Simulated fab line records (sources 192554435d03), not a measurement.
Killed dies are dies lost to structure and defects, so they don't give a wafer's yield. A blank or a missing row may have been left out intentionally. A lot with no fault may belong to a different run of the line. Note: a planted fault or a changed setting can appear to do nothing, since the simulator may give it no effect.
fab line records | flow n5_finfet | part 2 of 2: steps 5 to 6 of 6
record: lots: 24 | wafers: 72 | last_day: 18
route steps=1938 shown BEOL_M1@812 BEOL_M2@864
lots that met no fault: from a run of the same line without faults
start_h: hours from the record's first day to the start of the lot's first wafer shown | wait_h: hours from the lot's prior step to this one | " unchanged from the row above | L1.1+2: several wafers, shown together as one row | - no value present, or no start provided | * or withheld: withheld | < > ~ a bound
route shown NAME@n: a module of which the file shows steps, and the number in the route of the first | usual: mean/standard deviation taken from wafers without a fault | same: alike in all rows | chamber/n: place in a boat | sites: readings site by site | _std_site: the standard deviation of these | _edge_site: the outer-site mean with the inner-site mean subtracted | radius_mm: how far each site lies from the wafer's centre | mask NAME#n: copy n | behind: the tool/chamber that last shaped the wafer | hold: why the lot went on hold/how many hours it stayed there/how the hold came to an end | device: whichever transistor did not switch (one of n, p or np) | end of line: the tests these same wafers got at the end of their route | a step with no rows: only its recipe | killed: the dies lost at the first sort to structure and to defects; this is not the yield of the wafer | map: dies across one wafer; x = killed, . = not, _ = none there
set.NAME: the run value of the setting; set.NAME@STEP: its run value at that earlier step | model.NAME: the simulator's own value behind a step, which no gauge read
a sample of lots followed through the steps of the route, with each step as a table and each wafer as a row
services: when a tool's chamber went out of use (start_h, in hours from the record's first day, below 0 if earlier), for how many hours, and the reason
== steps ==
step: N5_BEOL_M2_TRENCH_ETCH_37
recipe: chemistry: C4F6/O2 | target_depth_a: 555.55 | target: SiOC | time_s: 29.2 | ion_energy_ev: 250 | pressure_mtorr: 30 | source_w: 355 | bias_w: 185 | Ar_flow_sccm: 300 | C4F6_flow_sccm: 10 | O2_flow_sccm: 10
usual: C4F6_flow_sccm: 9.994/0.027 | O2_flow_sccm: 9.995/0.027 | drypump_motor_current_A: 5.8/0.43 | oes_product_au: 0.80/0.073 | rf_fwd_power_W: 349.7/1.8 | rf_vpp_V: 667/4.3 | showerhead_plenum_p_Torr: 2.86/0.086 | throttle_valve_pct: 20.9/0.31
lot.wafer | tool        | chamber | start_h | wait_h | C4F6_flow_sccm | O2_flow_sccm | drypump_motor_current_A | oes_product_au | rf_fwd_power_W | rf_hours_counter_h | rf_vpp_V | showerhead_plenum_p_Torr | throttle_valve_pct
L074.1    | rie_diel-06 | 1       | -       | -      | 9.963          | 10.009       | 5.8                     | 0.84           | 348.5          | 70                 | 661      | 2.77                     | 21.1
L074.4    | "           | 3       | "       | "      | 9.967          | 9.958        | 5.4                     | 0.86           | 349.9          | 73                 | 673      | 2.89                     | 20.7
L074.5    | "           | 1       | "       | "      | 10.003         | 10.014       | 5.8                     | 0.84           | 348.8          | -                  | 662      | 2.77                     | 21.1
L076.1    | rie_diel-01 | 0       | -       | -      | 10.033         | 9.981        | 5.5                     | 0.90           | 352.4          | 24                 | 669      | 2.80                     | 21.2
L076.3    | "           | 2       | "       | "      | 10.003         | 10.033       | 5.8                     | 0.73           | 351.9          | 178                | 674      | 2.95                     | 21.0
L076.5    | "           | 2       | "       | "      | 10.032         | 10.030       | 5.9                     | 0.74           | 353.1          | -                  | 674      | 2.95                     | 21.0
L075.3    | rie_diel-06 | 0       | -       | -      | 10.038         | 10.004       | 5.7                     | 0.77           | 347.1          | 132                | 663      | 2.86                     | 20.9
L075.5    | "           | 2       | "       | "      | 9.993          | 10.030       | 6.8                     | 0.75           | 348.3          | -                  | 670      | 2.85                     | 21.4
L075.6    | "           | 0       | "       | "      | 10.011         | 9.981        | 5.8                     | 0.77           | 347.4          | -                  | 663      | 2.86                     | 20.9
L078.1    | rie_diel-03 | 2       | -       | -      | 9.974          | 10.013       | 5.6                     | 0.81           | 348.8          | 106                | 673      | 2.98                     | 21.0
L078.4    | "           | 3       | "       | "      | 10.009         | 10.022       | 5.1                     | 0.70           | 348.2          | 219                | 663      | 2.71                     | 21.1
L078.5    | "           | 3       | "       | "      | 9.995          | 10.016       | 5.1                     | 0.70           | 347.1          | -                  | 661      | 2.71                     | 21.1
L077.1    | rie_diel-01 | 0       | -       | -      | 10.003         | 9.984        | 5.5                     | 0.88           | 351.2          | 35                 | 668      | 2.79                     | 21.2
L077.5    | "           | 3       | "       | "      | 9.982          | 9.940        | 6.1                     | 0.93           | 351.5          | -                  | 666      | 2.79                     | 20.3
L077.6    | "           | 2       | "       | "      | 10.002         | 9.974        | 5.9                     | 0.72           | 350.8          | -                  | 674      | 2.94                     | 21.1
L079.2    | rie_diel-06 | 3       | -       | -      | 10.014         | 9.981        | 5.4                     | 0.84           | 348.6          | 92                 | 670      | 2.88                     | 20.7
L079.4    | "           | 2       | "       | "      | 9.964          | 9.999        | 6.9                     | 0.74           | 350.3          | 183                | 673      | 2.84                     | 21.4
L079.6    | "           | 2       | "       | "      | 9.914          | 9.973        | 6.8                     | 0.74           | 348.2          | -                  | 670      | 2.84                     | 21.4
L080.1    | rie_diel-06 | 1       | -       | -      | 9.994          | 9.994        | 5.7                     | 0.82           | 349.0          | 88                 | 661      | 2.76                     | 21.2
L080.2    | "           | 3       | "       | "      | 9.953          | 9.998        | 5.4                     | 0.83           | 348.6          | 92                 | 670      | 2.88                     | 20.7
L080.5    | "           | 3       | "       | "      | 9.927          | 10.001       | 5.4                     | 0.84           | 348.9          | -                  | 671      | 2.88                     | 20.7
L083.1    | rie_diel-01 | 1       | -       | -      | 9.984          | 10.065       | 5.5                     | 0.81           | 350.0          | 114                | 662      | 2.86                     | 20.5
L083.2    | "           | 2       | "       | "      | 10.002         | 10.031       | 5.9                     | 0.72           | 350.6          | 193                | 674      | 2.94                     | 21.1
L083.5    | "           | 1       | "       | "      | 10.014         | 9.984        | 5.5                     | 0.80           | 350.8          | -                  | 663      | 2.86                     | 20.5
L081.1    | rie_diel-03 | 2       | -       | -      | 10.013         | 9.979        | 5.7                     | 0.80           | 350.1          | 113                | 673      | 2.98                     | 21.0
L081.2    | "           | 3       | "       | "      | 9.970          | 9.996        | 5.1                     | 0.70           | 347.3          | 228                | 661      | 2.71                     | 21.1
L081.5    | "           | 2       | "       | "      | 9.989          | 9.934        | 5.7                     | 0.80           | 350.4          | -                  | 673      | 2.98                     | 21.0
L084.1    | rie_diel-03 | 2       | -       | -      | 10.015         | 9.987        | 5.6                     | 0.80           | 348.6          | 116                | 671      | 2.98                     | 21.0
L084.4    | "           | 1       | "       | "      | 10.041         | 10.010       | 5.8                     | 0.87           | 349.6          | 43                 | 663      | 3.02                     | 20.6
L084.5    | "           | 0       | "       | "      | 10.021         | 9.986        | 6.0                     | 0.70           | 350.5          | -                  | 670      | 2.93                     | 21.2
L085.2    | rie_diel-01 | 1       | -       | -      | 10.023         | 9.986        | 5.5                     | 0.81           | 350.1          | 120                | 664      | 2.86                     | 20.5
L085.5    | "           | 0       | "       | "      | 10.024         | 9.987        | 5.4                     | 0.88           | 350.6          | -                  | 669      | 2.79                     | 21.2
L085.6    | "           | 3       | "       | "      | 9.999          | 10.000       | 6.1                     | 0.90           | 350.7          | -                  | 666      | 2.78                     | 20.4
L087.3    | rie_diel-03 | 2       | -       | -      | 9.986          | 9.953        | 5.6                     | 0.78           | 347.6          | 118                | 672      | 2.97                     | 21.0
L087.5    | "           | 0       | "       | "      | 9.927          | 9.987        | 6.0                     | 0.70           | 351.5          | -                  | 672      | 2.92                     | 21.2
L087.6    | "           | 1       | "       | "      | 9.998          | 10.023       | 5.8                     | 0.87           | 347.3          | -                  | 663      | 3.01                     | 20.6
L082.2    | rie_diel-03 | 0       | -       | -      | 10.023         | 10.051       | 6.0                     | 0.70           | 352.0          | 236                | 669      | 2.92                     | 21.2
L082.4    | "           | 3       | "       | "      | 9.995          | 10.036       | 5.1                     | 0.68           | 346.9          | 234                | 661      | 2.71                     | 21.1
L082.5    | "           | 3       | "       | "      | 10.013         | 10.000       | 5.1                     | 0.69           | 348.3          | -                  | 662      | 2.71                     | 21.1
L086.1    | rie_diel-06 | 0       | -       | -      | 9.985          | 10.021       | 5.7                     | 0.75           | 346.0          | 151                | 663      | 2.85                     | 20.9
L086.3    | "           | 3       | "       | "      | 10.018         | 10.016       | 5.4                     | 0.83           | 350.8          | 100                | 670      | 2.88                     | 20.7
L086.4    | "           | 2       | "       | "      | 9.971          | 10.013       | 6.8                     | 0.74           | 350.5          | 192                | 670      | 2.84                     | 21.4
L090.1    | rie_diel-01 | 2       | -       | -      | 10.007         | 10.018       | 5.8                     | 0.71           | 351.1          | 206                | 673      | 2.94                     | 21.1
L090.4    | "           | 0       | "       | "      | 9.991          | 10.008       | 5.5                     | 0.86           | 351.9          | 52                 | 669      | 2.79                     | 21.2
L090.5    | "           | 0       | "       | "      | 10.022         | 9.978        | 5.5                     | 0.85           | 351.1          | -                  | 669      | 2.79                     | 21.2
L088.1    | rie_diel-06 | 1       | -       | -      | 10.006         | 9.998        | 5.7                     | 0.80           | 349.6          | 101                | 660      | 2.76                     | 21.2
L088.2    | "           | 2       | "       | "      | 9.969          | 10.032       | 6.8                     | 0.73           | 349.0          | 198                | 672      | 2.84                     | 21.4
L088.3    | "           | 3       | "       | "      | 9.997          | 9.997        | 5.4                     | 0.82           | 351.8          | 107                | 670      | 2.87                     | 20.7
L089.1    | rie_diel-01 | 2       | -       | -      | 9.986          | 9.998        | 5.9                     | 0.71           | 349.5          | 213                | 672      | 2.93                     | 21.1
L089.4    | "           | 1       | "       | "      | 10.017         | 10.002       | 5.5                     | 0.79           | 349.2          | 132                | 663      | 2.86                     | 20.5
L089.6    | "           | 2       | "       | "      | 9.990          | 9.995        | 5.8                     | 0.71           | 349.6          | -                  | 674      | 2.93                     | 21.1
L091.1    | rie_diel-01 | 0       | -       | -      | 9.989          | 10.008       | 5.5                     | 0.84           | 350.8          | 62                 | 669      | 2.78                     | 21.3
L091.4    | "           | 2       | "       | "      | 9.997          | 9.988        | 5.9                     | 0.70           | 352.2          | 216                | 674      | 2.93                     | 21.1
L091.5    | "           | 0       | "       | "      | 9.950          | 9.987        | 5.5                     | 0.83           | 352.2          | -                  | 669      | 2.78                     | 21.3
L092.1    | rie_diel-01 | 1       | -       | -      | 9.998          | 10.014       | 5.5                     | 0.79           | 350.4          | 137                | 664      | 2.85                     | 20.5
L092.4    | "           | 2       | "       | "      | 10.025         | 10.007       | 5.9                     | 0.71           | 350.1          | 217                | 673      | 2.93                     | 21.1
L092.5    | "           | 0       | "       | "      | 10.005         | 9.988        | 5.5                     | 0.83           | 351.9          | -                  | 668      | 2.78                     | 21.2
L093.1    | rie_diel-03 | 2       | -       | -      | 10.001         | 9.933        | 5.7                     | 0.77           | 349.1          | 136                | 673      | 2.97                     | 21.0
L093.4    | "           | 2       | "       | "      | 9.984          | 9.952        | 5.6                     | 0.77           | 350.4          | -                  | 671      | 2.97                     | 21.0
L093.6    | "           | 3       | "       | "      | 9.959          | 9.944        | 5.1                     | 0.68           | 348.5          | -                  | 661      | 2.70                     | 21.1
L096.1    | rie_diel-01 | 0       | -       | -      | 9.977          | 10.026       | 5.5                     | 0.84           | 349.9          | 68                 | 668      | 2.78                     | 21.2
L096.3    | "           | 2       | "       | "      | 9.987          | 10.014       | 5.9                     | 0.70           | 351.1          | 220                | 675      | 2.93                     | 21.1
L096.5    | "           | 0       | "       | "      | 9.982          | 9.973        | 5.4                     | 0.83           | 352.6          | -                  | 668      | 2.78                     | 21.3
L095.3    | rie_diel-06 | 0       | -       | -      | 9.947          | 9.986        | 5.8                     | 0.74           | 347.0          | 170                | 665      | 2.84                     | 21.0
L095.5    | "           | 3       | "       | "      | 10.001         | 9.967        | 5.4                     | 0.81           | 349.5          | -                  | 670      | 2.87                     | 20.8
L095.6    | "           | 0       | "       | "      | 9.990          | 9.985        | 5.7                     | 0.73           | 346.5          | -                  | 662      | 2.84                     | 21.0
L094.1    | rie_diel-03 | 0       | -       | -      | 9.988          | 10.029       | 6.0                     | 1.01           | 352.0          | 0                  | 670      | 2.92                     | 20.9
L094.5    | "           | 2       | "       | "      | 9.980          | 10.039       | 5.7                     | 0.76           | 348.3          | -                  | 671      | 2.96                     | 21.0
L094.6    | "           | 1       | "       | "      | 10.069         | 9.984        | 5.8                     | 0.84           | 351.5          | -                  | 663      | 3.00                     | 20.6
L097.2    | rie_diel-03 | 1       | -       | -      | 10.019         | 9.969        | 5.8                     | 0.82           | 349.3          | 74                 | 665      | 3.00                     | 20.6
L097.4    | "           | 2       | "       | "      | 10.006         | 9.990        | 5.6                     | 0.76           | 350.2          | -                  | 672      | 2.96                     | 21.0
L097.6    | "           | 1       | "       | "      | 10.041         | 9.954        | 5.8                     | 0.82           | 348.9          | -                  | 662      | 3.00                     | 20.6
step: N5_BEOL_M2_OCD_MEAS_38
usual: trench_depth_nm: 55.5/0.82
lot.wafer | tool   | chamber | start_h | wait_h | trench_depth_nm
L074.1    | ocd-01 | -       | 141.63  | -      | 56.5
L074.4    | "      | -       | "       | "      | 56.8
L074.5    | "      | -       | "       | "      | 56.6
L076.1    | ocd-01 | -       | 151.93  | -      | 55.9
L076.3    | "      | -       | "       | "      | 55.8
L076.5    | "      | -       | "       | "      | 55.9
L075.3    | ocd-01 | -       | 157.26  | -      | 55.5
L075.5    | "      | -       | "       | "      | 54.8
L075.6    | "      | -       | "       | "      | 55.1
L078.1    | ocd-01 | -       | 176.42  | -      | 55.8
L078.4    | "      | -       | "       | "      | 54.0
L078.5    | "      | -       | "       | "      | 54.0
L077.1    | ocd-01 | -       | 181.81  | -      | 56.6
L077.5    | "      | -       | "       | "      | 56.8
L077.6    | "      | -       | "       | "      | 55.0
L079.2    | ocd-01 | -       | 197.55  | -      | 57.2
L079.4    | "      | -       | "       | "      | 55.0
L079.6    | "      | -       | "       | "      | 55.1
L080.1    | ocd-01 | -       | 199.09  | -      | 55.7
L080.2    | "      | -       | "       | "      | 55.6
L080.5    | "      | -       | "       | "      | 56.4
L083.1    | ocd-02 | -       | 199.34  | -      | 55.8
L083.2    | "      | -       | "       | "      | 55.8
L083.5    | "      | -       | "       | "      | 55.7
L081.1    | ocd-01 | -       | 202.47  | -      | 55.7
L081.2    | "      | -       | "       | "      | 54.5
L081.5    | "      | -       | "       | "      | 55.9
L084.1    | ocd-01 | -       | 211.20  | -      | 55.7
L084.4    | "      | -       | "       | "      | 55.0
L084.5    | "      | -       | "       | "      | 55.5
L085.2    | ocd-02 | -       | 214.80  | -      | 57.0
L085.5    | "      | -       | "       | "      | 56.9
L085.6    | "      | -       | "       | "      | 56.1
L087.3    | ocd-02 | -       | 218.35  | -      | 54.0
L087.5    | "      | -       | "       | "      | 54.1
L087.6    | "      | -       | "       | "      | 54.6
L082.2    | ocd-01 | -       | 221.63  | -      | 54.8
L082.4    | "      | -       | "       | "      | 53.5
L082.5    | "      | -       | "       | "      | 53.2
L086.1    | ocd-02 | -       | 221.73  | -      | 55.5
L086.3    | "      | -       | "       | "      | 55.7
L086.4    | "      | -       | "       | "      | 55.0
L090.1    | ocd-02 | -       | 234.02  | -      | 55.1
L090.4    | "      | -       | "       | "      | 55.6
L090.5    | "      | -       | "       | "      | 55.7
L088.1    | ocd-02 | -       | 238.72  | -      | 55.8
L088.2    | "      | -       | "       | "      | 55.2
L088.3    | "      | -       | "       | "      | 56.1
L089.1    | ocd-02 | -       | 252.24  | -      | 55.7
L089.4    | "      | -       | "       | "      | 56.0
L089.6    | "      | -       | "       | "      | 54.7
L091.1    | ocd-02 | -       | 259.94  | -      | 55.4
L091.4    | "      | -       | "       | "      | 55.1
L091.5    | "      | -       | "       | "      | 54.6
L092.1    | ocd-01 | -       | 265.17  | -      | 56.2
L092.4    | "      | -       | "       | "      | 55.9
L092.5    | "      | -       | "       | "      | 55.6
L093.1    | ocd-02 | -       | 265.20  | -      | 54.7
L093.4    | "      | -       | "       | "      | 54.7
L093.6    | "      | -       | "       | "      | 53.6
L096.1    | ocd-02 | -       | 275.40  | -      | 55.4
L096.3    | "      | -       | "       | "      | 55.3
L096.5    | "      | -       | "       | "      | 55.5
L095.3    | ocd-01 | -       | 275.44  | -      | 55.7
L095.5    | "      | -       | "       | "      | 56.1
L095.6    | "      | -       | "       | "      | 54.7
L094.1    | ocd-01 | -       | 281.04  | -      | 56.0
L094.5    | "      | -       | "       | "      | 54.5
L094.6    | "      | -       | "       | "      | 54.3
L097.2    | ocd-02 | -       | 293.54  | -      | 54.5
L097.4    | "      | -       | "       | "      | 55.3
L097.6    | "      | -       | "       | "      | 54.1
== services ==
tool           | chamber | start_h | hours | kind
rie_diel-01    | 3       | 137.44  | -     | clean
rie_diel-01    | 3       | 137.44  | -     | consumable_replace:focus_ring
rie_diel-01    | 3       | 137.44  | 23.2  | scheduled_down
rie_diel-01    | 3       | 137.44  | 23.2  | vent_cycle
pvd_sputter-03 | -       | 161.93  | 6.6   | repair
rie_diel-06    | -       | 174.50  | 0.2   | repair
pvd_sputter-02 | -       | 185.64  | 12.6  | repair
rie_diel-03    | 1       | 191.39  | 1.3   | repair
rie_metal-03   | 1       | 239.02  | 11.6  | repair
rie_diel-01    | 1       | 247.05  | 2.6   | repair
rie_diel-03    | 3       | 247.54  | 9.3   | repair
rie_metal-03   | -       | 258.26  | 0.4   | repair
rie_diel-03    | 0       | 259.40  | -     | clean
rie_diel-03    | 0       | 259.40  | -     | consumable_replace:focus_ring
rie_diel-03    | 0       | 259.40  | 20.5  | scheduled_down
rie_diel-03    | 0       | 259.40  | 20.5  | vent_cycle
rie_diel-03    | -       | 267.25  | 1.6   | repair
rie_diel-03    | 3       | 279.88  | -     | clean
rie_diel-03    | 3       | 279.88  | -     | consumable_replace:focus_ring
rie_diel-03    | 3       | 279.88  | -     | consumable_replace:showerhead
rie_diel-03    | 3       | 279.88  | 20.9  | scheduled_down
rie_diel-03    | 3       | 279.88  | 20.9  | vent_cycle
